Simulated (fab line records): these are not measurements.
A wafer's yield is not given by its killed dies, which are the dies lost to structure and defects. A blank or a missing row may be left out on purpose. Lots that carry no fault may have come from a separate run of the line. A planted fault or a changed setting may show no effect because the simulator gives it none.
Chamber matching -- flow n5 finfet -- N5_HKMG_FIN_DESCUM_17 on rie diel-02 has 4 sister chambers
The step chemistry O2, time 7.9 s. 4 wafers are shown with their chamber, then 8 later ones without.

WAFERS WITH THEIR CHAMBER
wafer,chamber,showerhead plenum p Torr (Torr)
L081.4,3,2.16
L081.5,0,2.08
L082.5,1,2.01
L086.3,2,1.98

WAFERS WHOSE CHAMBER IS MISSING
wafer,showerhead plenum p Torr (Torr)
L086.4,2.08
L086.5,2.01
L092.2,2.15
L092.5,1.97
L092.6,2.15
L095.2,2.07
L095.3,2.01
L095.5,2.01

EACH ONE'S CHAMBER
wafer,from the rows above,in truth
L086.4,0,0
L086.5,1,1
L092.2,3,3
L092.5,2,2
L092.6,3,3
L095.2,0,0
L095.3,1,1
L095.5,1,1
8 of 8 placed correctly. From these rows, 0 cannot be placed. Placed wrongly: 0.
How it was worked out, from the rows above alone: a wafer's distance from a chamber is the root of the sum, over the readings, of the square of ((its reading less the chamber's mean) divided by the reading's scatter). If the next closest chamber is less than 2 further off than the closest, the wafer can't be placed; otherwise it belongs to the closest. Each chamber's mean is taken over the wafers shown for it. The scatter (one wafer shown for each chamber): square how far every hidden wafer sits from the nearest shown wafer, average those squares and take the square root.
